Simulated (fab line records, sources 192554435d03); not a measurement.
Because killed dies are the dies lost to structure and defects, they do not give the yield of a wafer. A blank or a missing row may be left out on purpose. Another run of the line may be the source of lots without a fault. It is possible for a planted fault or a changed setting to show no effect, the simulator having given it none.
fab line records	flow n5Finfet
record: lots: 5	wafers: 15	lastDay: 17
route steps=1938 shown MOL_CONTACT_COAG@605 PASSIVATION@1936
lots that met no fault: from a run of the same line without faults
startH: hours from the record's first day to the start of the lot's first wafer shown	waitH: time in hours since the lot's previous step	" repeats the value in the row above	L1.1+2: several wafers, shown together as one row	- no value, or no start given	* or withheld: withheld	< > ~ a bound
route shown NAME@n: a module of which the file shows steps, and the number in the route of the first	usual: mean/standard deviation of fault-free wafers	same: alike in all rows	chamber/n: place in a boat	sites: per-site readings	_std_site: the values' standard deviation	_edge_site: the outer-site mean with the inner-site mean subtracted	radiusMm: for every site, how far away it sits from the centre of the wafer	mask NAME#n: copy n	behind: the most recent tool/chamber to have shaped the wafer	hold: why the lot went on hold/how many hours it stayed there/how the hold came to an end	device: whichever transistor did not switch (one of n, p or np)	end of line: tests of these same wafers at the route's end	a step with no rows: only its recipe	killed: at the first sort, the dies lost to defects and structure; wafer yield is something else	map: shows each die of a wafer: x if killed, . if not, _ if none is there
set.NAME: the setting as run; set.NAME@STEP: as run at that earlier step	model.NAME: the simulator's own value behind a step, which no gauge read
a table for each step, a row for each wafer; lots at some steps of the route
services: the hour from which a tool's chamber was out of use, counted from the record's first day as startH (under 0 if before that day), plus the number of hours and why
== steps ==
step: N5_MOL_CONTACT_COAG_DESCUM_45
recipe: chemistry: O2	timeS: 7	sourcePowerW: 50	biasPowerW: 20	pressureMtorr: 20	rfFrequencyHz: 2.712e+07	tempC: 40	resist: CAR-EUV	o2FlowSccm: 225
usual: biasPowerW: 20.00/0.056	drypumpMotorCurrentA: 5.3/0.52	oesProductAu: 0.76/0.1	rfVppV: 242.9/1.3	showerheadPlenumPTorr: 2.08/0.068	throttleValvePct: 20.41/0.2
lot.wafer	tool	chamber	startH	waitH	biasPowerW	drypumpMotorCurrentA	oesProductAu	rfHoursCounterH	rfVppV	showerheadPlenumPTorr	throttleValvePct
L119.1	rieDiel-05	1	103.08	0.1	19.97	6.4	0.77	140	242.0	2.01	20.41
L119.2	"	0	"	"	19.98	5.9	0.65	243	241.2	2.04	20.21
L119.6	"	1	"	"	20.04	6.4	0.76	-	241.9	2.01	20.41
L126.1	rieDiel-05	0	144.46	0.1	19.99	6.0	0.97	1	244.2	2.04	19.87
L126.3	"	2	"	"	20.02	5.2	0.85	55	243.9	2.14	20.10
L126.5	"	3	"	"	19.96	4.9	0.75	-	240.9	2.01	20.60
L130.3	rieDiel-01	3	163.76	0.0	19.95	4.9	0.67	239	242.8	2.08	20.37
L130.4	"	0	"	"	20.06	4.9	0.96	4	243.9	2.05	20.23
L130.5	"	1	"	"	19.93	4.7	0.72	-	245.7	2.16	20.52
L137.3	rieDiel-01	2	210.31	0.0	20.01	6.3	0.68	254	244.1	2.04	20.45
L137.4	"	2	"	"	19.96	6.3	0.68	-	242.2	2.04	20.48
L137.6	"	1	"	"	20.02	4.7	0.72	-	244.3	2.15	20.55
L141.1	rieDiel-05	3	233.57	0.1	19.97	4.9	0.71	205	241.4	2.00	20.64
L141.2	"	0	"	"	19.98	5.9	0.87	29	242.1	2.03	19.92
L141.4	"	2	"	"	20.11	5.2	0.80	86	243.0	2.12	20.13
step: N5_MOL_CONTACT_COAG_ETCH_65
recipe: chemistry: N2/H2	target: underlayer	targetDepthA: 130	maskMaterial: CAR-EUV	timeS: 10.4	ionEnergyEv: 200	pressureMtorr: 30	sourceW: 840	biasW: 150	n2FlowSccm: 200	h2FlowSccm: 200	ends: cleared
usual: drypumpMotorCurrentA: 5.3/0.53	etchRfOnTimeS: 10.56/0.28	oesProductAu: 0.65/0.089	rfVppV: 523.5/2.5	showerheadPlenumPTorr: 2.52/0.08	throttleValvePct: 17.84/0.25
lot.wafer	tool	chamber	startH	waitH	drypumpMotorCurrentA	etchRfOnTimeS	oesProductAu	rfHoursCounterH	rfVppV	showerheadPlenumPTorr	throttleValvePct
L119.1	rieDiel-05	1	103.11	0.0	6.4	11.03	0.65	140	522.0	2.47	17.98
L119.2	"	0	"	"	5.9	10.80	0.56	243	524.0	2.52	17.85
L119.6	"	1	"	"	6.5	11.18	0.64	-	521.1	2.47	18.00
L126.1	rieDiel-05	0	144.49	0.0	6.0	10.35	0.84	1	522.1	2.51	17.45
L126.3	"	2	"	"	5.3	10.20	0.73	55	526.0	2.57	17.31
L126.5	"	3	"	"	4.9	10.03	0.64	-	520.6	2.43	17.91
L130.3	rieDiel-01	3	163.80	0.0	4.8	10.80	0.57	239	522.0	2.52	17.77
L130.4	"	0	"	"	4.9	10.33	0.82	4	522.7	2.47	17.46
L130.5	"	1	"	"	4.7	10.47	0.62	-	526.5	2.63	17.95
L137.3	rieDiel-01	2	210.34	0.0	6.3	10.95	0.56	254	522.5	2.51	18.08
L137.4	"	2	"	"	6.3	10.94	0.55	-	522.2	2.51	18.07
L137.6	"	1	"	"	4.7	10.49	0.61	-	527.0	2.62	17.98
L141.1	rieDiel-05	3	233.61	0.0	4.9	10.32	0.62	205	519.8	2.42	17.96
L141.2	"	0	"	"	6.0	10.53	0.75	29	523.5	2.50	17.52
L141.4	"	2	"	"	5.2	10.33	0.69	86	523.6	2.56	17.37
step: N5_MOL_CONTACT_COAG_ETCH_66
recipe: chemistry: CF4	target: SiARC	targetDepthA: 130	maskMaterial: CAR-EUV	timeS: 21.7	ionEnergyEv: 80	pressureMtorr: 40	sourceW: 545	biasW: 36	Ar_flow_sccm: 100	cf4FlowSccm: 100	ends: cleared
step: N5_MOL_CONTACT_COAG_ALD_133
recipe: material: SiO2	targetThkA: 50	tempC: 100	aldPrecursorFamily: BDEAS	aldCoReactant: O2-plasma	pulseTimeS: 1	coReactantPulseTimeS: 1	purgeTimeS: 2	coReactantPurgeTimeS: 2	aldCycles: 35	pressureTorr: 2
step: N5_MOL_CONTACT_COAG_ETCHBACK_134
recipe: chemistry: CHF3	target: SiO2	targetDepthA: 100	timeS: 6.7	ionEnergyEv: 200	pressureMtorr: 30	sourceW: 610	biasW: 170	Ar_flow_sccm: 200	CHF3_flow_sccm: 50
step: N5_MOL_CONTACT_COAG_ETCH_67
recipe: chemistry: N2/H2	target: SOC	targetDepthA: 600	overetchA: 210	maskMaterial: SiARC	tempC: 40	timeS: 101.2	ionEnergyEv: 200	pressureMtorr: 30	sourceW: 840	biasW: 150	n2FlowSccm: 200	h2FlowSccm: 200
step: N5_MOL_CONTACT_COAG_STRIP_68
recipe: chemistry: N2/H2	tempC: 40	n2FlowSccm: 200	h2FlowSccm: 200	rfFrequencyHz: 6e+07
step: N5_MOL_CONTACT_COAG_STRIP_69
recipe: chemistry: N2/H2	tempC: 40	n2FlowSccm: 200	h2FlowSccm: 200	rfFrequencyHz: 6e+07
step: N5_MOL_CONTACT_COAG_ETCHBACK_136
recipe: chemistry: CHF3	target: SiO2	targetDepthA: 250	timeS: 16.7	ionEnergyEv: 200	pressureMtorr: 30	sourceW: 610	biasW: 170	Ar_flow_sccm: 200	CHF3_flow_sccm: 50
usual: drypumpMotorCurrentA: 5.3/0.58	oes_ar_750_au: 0.77/0.093	oesProductAu: 0.77/0.1	rfVppV: 526/16	showerheadPlenumPTorr: 2.35/0.075	throttleValvePct: 18.66/0.29
lot.wafer	tool	chamber	startH	waitH	drypumpMotorCurrentA	oes_ar_750_au	oesProductAu	rfHoursCounterH	rfVppV	showerheadPlenumPTorr	throttleValvePct
L119.1	rieDiel-04	3	103.65	0.0	4.9	0.73	0.71	170	557	2.48	19.01
L119.2	"	1	"	"	5.4	0.67	0.67	228	533	2.24	18.61
L119.6	"	2	"	"	5.3	0.73	0.74	-	507	2.28	18.43
L126.1	rieDiel-01	2	145.16	0.0	6.3	0.67	0.67	229	510	2.34	18.83
L126.3	"	1	"	"	4.7	0.74	0.73	183	506	2.47	18.89
L126.5	"	3	"	"	4.9	0.68	0.67	-	528	2.32	18.46
L130.3	rieDiel-05	1	164.20	0.0	6.4	0.75	0.73	167	529	2.30	18.82
L130.4	"	3	"	"	4.9	0.75	0.73	183	502	2.28	18.86
L130.5	"	3	"	"	4.9	0.75	0.74	-	502	2.28	18.86
L137.3	rieDiel-05	0	210.97	0.0	5.9	0.89	0.91	21	531	2.32	18.27
L137.4	"	1	"	"	6.4	0.74	0.72	182	529	2.29	18.86
L137.6	"	0	"	"	6.0	0.90	0.91	-	530	2.32	18.25
L141.1	rieDiel-04	0	234.07	0.0	5.4	0.95	0.95	10	533	2.34	18.76
L141.2	"	1	"	"	5.4	0.89	0.89	24	542	2.50	18.35
L141.4	"	2	"	"	5.3	0.69	0.69	217	507	2.26	18.51
step: N5_MOL_CONTACT_COAG_STRIP_120
recipe: chemistry: CHF3	resist: SiARC	rfFrequencyHz: 6e+07
step: N5_MOL_CONTACT_COAG_VIA_ETCH_117
recipe: chemistry: C4F6/O2	targetDepthA: 400	overetchA: 80	maskMaterial: SOC	target: SiO2	biasW: 455	pressureMtorr: 10	timeS: 26	sourceW: 325	Ar_flow_sccm: 300	C4F6_flow_sccm: 10	O2_flow_sccm: 10	ionEnergyEv: 575.3	ends: endPoint
step: N5_MOL_CONTACT_COAG_ETCH_124
recipe: chemistry: CH3F/O2	target: SiNx	targetDepthA: 65	maskMaterial: SOC	stopOn: SiOC	overEtchFrac: 0.3	ionEnergyEv: 120	pressureMtorr: 30	sourceW: 395	biasW: 73	Ar_flow_sccm: 150	CH3F_flow_sccm: 30	O2_flow_sccm: 20	ends: endPoint
usual: drypumpMotorCurrentA: 5.3/0.58	oes_ar_750_au: 0.77/0.092	oes_o_777_au: 0.77/0.094	oesProductAu: 0.66/0.081	rfVppV: 298/9.1	showerheadPlenumPTorr: 1.97/0.065	throttleValvePct: 16.26/0.28
lot.wafer	tool	chamber	startH	waitH	drypumpMotorCurrentA	oes_ar_750_au	oes_o_777_au	oesProductAu	rfHoursCounterH	rfVppV	showerheadPlenumPTorr	throttleValvePct
L119.1	rieDiel-04	3	103.71	0.0	4.9	0.72	0.69	0.62	170	315	2.09	16.62
L119.2	"	1	"	"	5.3	0.67	0.68	0.59	228	304	1.88	16.26
L119.6	"	2	"	"	5.3	0.73	0.77	0.63	-	289	1.91	16.04
L126.1	rieDiel-01	2	145.22	0.0	6.3	0.67	0.64	0.58	229	288	1.96	16.47
L126.3	"	1	"	"	4.7	0.75	0.76	0.64	183	288	2.07	16.44
L126.5	"	3	"	"	4.8	0.68	0.69	0.59	-	299	1.95	16.13
L130.3	rieDiel-05	1	164.26	0.0	6.4	0.74	0.74	0.64	167	299	1.92	16.40
L130.4	"	3	"	"	4.9	0.75	0.76	0.63	183	285	1.92	16.47
L130.5	"	3	"	"	4.9	0.74	0.76	0.63	-	286	1.92	16.46
L137.3	rieDiel-05	0	211.03	0.0	5.9	0.90	0.90	0.77	21	299	1.95	15.85
L137.4	"	1	"	"	6.4	0.74	0.73	0.64	182	301	1.92	16.43
L137.6	"	0	"	"	5.9	0.90	0.89	0.77	-	302	1.95	15.85
L141.1	rieDiel-04	0	234.13	0.0	5.5	0.96	0.96	0.82	10	303	1.96	16.30
L141.2	"	1	"	"	5.3	0.87	0.89	0.77	24	309	2.11	15.94
L141.4	"	2	"	"	5.3	0.69	0.72	0.60	217	289	1.89	16.15
step: N5_MOL_CONTACT_COAG_ETCH_48
recipe: chemistry: C4F6/O2	targetDepthA: 150	overetchA: 45	maskMaterial: SOC	target: SiOC	biasW: 465	pressureMtorr: 10	timeS: 17	sourceW: 335	Ar_flow_sccm: 300	C4F6_flow_sccm: 10	O2_flow_sccm: 10	ionEnergyEv: 576
usual: drypumpMotorCurrentA: 5.3/0.58	oes_ar_750_au: 0.77/0.093	oes_o_777_au: 0.77/0.094	oesProductAu: 0.67/0.091	rfVppV: 1594/47	showerheadPlenumPTorr: 2.81/0.089	throttleValvePct: 40.6/0.63
lot.wafer	tool	chamber	startH	waitH	drypumpMotorCurrentA	oes_ar_750_au	oes_o_777_au	oesProductAu	rfHoursCounterH	rfVppV	showerheadPlenumPTorr	throttleValvePct	model.SOC_of_MOL_CONTACT_COAG_COAT_62.thkNm
L119.1	rieDiel-04	3	103.75	0.0	4.9	0.72	0.69	0.66	170	1683	2.97	41.6	46.6
L119.2	"	1	"	"	5.3	0.67	0.67	0.58	228	1616	2.67	39.6	46.6
L119.6	"	2	"	"	5.3	0.74	0.76	0.61	-	1543	2.72	40.6	46
L126.1	rieDiel-01	2	145.26	0.0	6.3	0.67	0.66	0.63	229	1548	2.79	40.0	46
L126.3	"	1	"	"	4.8	0.75	0.75	0.66	183	1540	2.94	41.2	46
L126.5	"	3	"	"	4.9	0.68	0.69	0.64	-	1597	2.77	39.7	46.2
L130.3	rieDiel-05	1	164.30	0.0	6.5	0.74	0.72	0.70	167	1602	2.74	41.3	46.6
L130.4	"	3	"	"	4.9	0.74	0.76	0.57	183	1527	2.73	40.8	45.4
L130.5	"	3	"	"	4.9	0.74	0.76	0.62	-	1526	2.73	40.8	45.4
L137.3	rieDiel-05	0	211.07	0.0	6.0	0.90	0.88	0.76	21	1607	2.77	39.8	45.6
L137.4	"	1	"	"	6.4	0.73	0.71	0.69	182	1603	2.74	41.3	46.2
L137.6	"	0	"	"	6.0	0.90	0.87	0.71	-	1605	2.77	39.8	46.2
L141.1	rieDiel-04	0	234.17	0.0	5.5	0.96	0.94	0.83	10	1613	2.79	41.1	46
L141.2	"	1	"	"	5.3	0.88	0.88	0.78	24	1642	2.98	40.2	45.8
L141.4	"	2	"	"	5.3	0.70	0.71	0.64	217	1540	2.70	40.7	45.6
step: N5_MOL_CONTACT_COAG_STRIP_72
recipe: chemistry: N2/H2	powerW: 450	tempC: 40	pressureMtorr: 20	rfFrequencyHz: 6e+07	overashFraction: 3	biasPowerW: 7	h2Frac: 0.5	n2FlowSccm: 200	h2FlowSccm: 200
usual: biasPowerW: 7.001/0.022	drypumpMotorCurrentA: 5.3/0.58	oesProductAu: 0.78/0.1	rfVppV: 58.7/2	showerheadPlenumPTorr: 2.51/0.075	throttleValvePct: 23.6/0.3
lot.wafer	tool	chamber	startH	waitH	biasPowerW	drypumpMotorCurrentA	oesProductAu	rfHoursCounterH	rfVppV	showerheadPlenumPTorr	throttleValvePct
L119.1	rieDiel-04	3	103.80	0.0	6.992	4.8	0.72	170	58.9	2.62	23.8
L119.2	"	1	"	"	7.000	5.3	0.68	228	58.7	2.40	23.7
L119.6	"	2	"	"	6.993	5.3	0.74	-	58.4	2.45	23.6
L126.1	rieDiel-01	2	145.31	0.0	6.977	6.3	0.70	229	59.7	2.51	23.7
L126.3	"	1	"	"	6.998	4.7	0.73	183	60.9	2.62	23.7
L126.5	"	3	"	"	7.004	4.8	0.68	-	58.8	2.51	23.4
L130.3	rieDiel-05	1	164.35	0.0	7.031	6.4	0.74	167	60.6	2.45	24.0
L130.4	"	3	"	"	7.001	4.9	0.75	183	59.1	2.42	23.6
L130.5	"	3	"	"	7.008	4.9	0.73	-	58.3	2.42	23.6
L137.3	rieDiel-05	0	211.12	0.0	7.020	5.9	0.89	21	61.1	2.50	23.2
L137.4	"	1	"	"	7.005	6.3	0.74	182	63.0	2.45	23.9
L137.6	"	0	"	"	7.023	6.0	0.90	-	58.0	2.50	23.2
L141.1	rieDiel-04	0	234.22	0.0	7.026	5.5	0.96	10	57.0	2.49	23.9
L141.2	"	1	"	"	6.971	5.3	0.91	24	58.7	2.70	23.6
L141.4	"	2	"	"	6.966	5.3	0.69	217	59.5	2.43	23.7
step: N5_PASSIVATION_PROBE_49
usual: killed_at_M0_to_M3: 35/11	killed_at_M4_up: 13/5.7	killedAtContacts: 12/5.7	killedAtFrontEnd: 40/11	killedAtOther: 4/4.4	killedDies: 105/18	killedOpen: 68/14	killedShort: 34/7.4
same: grossDies: 1180	killedAtBackSide: 0
lot.wafer	tool	chamber	startH	waitH	killed_at_M0_to_M3	killed_at_M4_up	killedAtContacts	killedAtFrontEnd	killedAtOther	killedDies	killedOpen	killedShort
L130.3	prober-02	-	332.85	0.1	15	13	9	32	3	72	48	23
L130.4	prober-02	-	332.90	0.2	23	15	17	43	7	105	59	40
L130.5	prober-02	-	332.95	0.2	19	12	8	31	8	78	49	22
L137.3	prober-01	-	383.20	0.1	23	16	9	36	1	85	53	30
killed by level:class
L130.3 STI_FIN_REVEAL:geometricParticle:open=10 MOL_CONTACT_COAG:geometricParticle:open=7 BEOL_M4:geometricParticle:open=7 STI_FIN_REVEAL:geometricParticle:short=5 GATE_CUT:geometricParticle:short=5 BEOL_M0_SAQP:geometricParticle:short=5 BEOL_M0_SAQP:geometricParticle:open=4 DUMMY_GATE:geometricParticle:open=3
L130.4 DUMMY_GATE:geometricParticle:open=11 MOL_CONTACT_COAG:geometricParticle:open=11 FIN_SAQP:geometricParticle:open=9 BEOL_M0_SAQP:geometricParticle:short=9 BEOL_M0_SAQP:geometricParticle:open=7 BEOL_M4:geometricParticle:open=7 MOL_CONTACT_COAG:geometricParticle:short=6 ILD0:geometricParticle:short=5
L130.5 STI_FIN_REVEAL:geometricParticle:open=10 MOL_CONTACT_COAG:geometricParticle:open=7 FIN_SAQP:geometricParticle:open=6 BEOL_M0_SAQP:geometricParticle:open=6 MIM_TOP_ETCH:areaEtch=6 BEOL_M4:geometricParticle:open=5 BEOL_M0_SAQP:geometricParticle:short=4 FIN_SAQP:geometricParticle:short=3
L137.3 BEOL_M0_SAQP:geometricParticle:open=8 FIN_SAQP:geometricParticle:open=7 FIN_SAQP:geometricParticle:short=7 MOL_CONTACT_COAG:geometricParticle:open=7 BEOL_M2:geometricParticle:open=7 STARTING-WAFER:geometricParticle:open=6 GATE_CUT:geometricParticle:short=4 BEOL_M4:geometricParticle:open=4
== services ==
tool	chamber	startH	hours	kind
rieDiel-01	-	102.19	4.3	pm
rieDiel-01	2	107.31	5.2	repair
rieDiel-05	0	119.05	-	clean
rieDiel-05	0	119.05	-	consumableReplace:focusRing
rieDiel-05	0	119.05	23.4	scheduledDown
rieDiel-05	0	119.05	23.4	ventCycle
rieDiel-05	2	120.99	4.6	repair
rieDiel-01	0	141.86	-	clean
rieDiel-01	0	141.86	-	consumableReplace:focusRing
rieDiel-01	0	141.86	13.6	scheduledDown
rieDiel-01	0	141.86	13.6	ventCycle
rieDiel-04	1	152.74	6.5	repair
rieDiel-04	1	165.36	-	clean
rieDiel-04	1	165.36	-	consumableReplace:focusRing
rieDiel-04	1	165.36	-	consumableReplace:showerhead
rieDiel-04	1	165.36	12.3	scheduledDown
rieDiel-04	1	165.36	12.3	ventCycle
rieDiel-04	0	177.71	-	clean
rieDiel-04	0	177.71	-	consumableReplace:focusRing
rieDiel-04	0	177.71	25.2	scheduledDown
rieDiel-04	0	177.71	25.2	ventCycle
rieDiel-01	3	197.18	-	clean
rieDiel-01	3	197.18	-	consumableReplace:focusRing
rieDiel-01	3	197.18	15.6	scheduledDown
== key ==
firstSign none at tools or gauges
modelEffect: step: N5_MOL_CONTACT_COAG_ETCH_48	value: SOC_of_MOL_CONTACT_COAG_COAT_62.thkNm	without: 45.4	struck: 46.2
metAt N5_MOL_CONTACT_COAG_ETCH_48
struckWafers L137.6
testerLeftOut L137
onsetBetween 164.30 211.07
fault: kind: processParameterDrift	tool: rieDiel-05	chamber: -	onsetH: 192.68	steps: N5_MOL_CONTACT_COAG_ETCH_48	channel: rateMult	offset: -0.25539	shape: step	endH: 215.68	scope: struckWafersOnly
testerLeftOut: of these lots the tester's yield and bins aren't shown, on N5 and GAA mostly nor the transistor test; their killed dies are dies lost to structure and defects alone, not to doping, threshold or leakage, so they don't give the yield
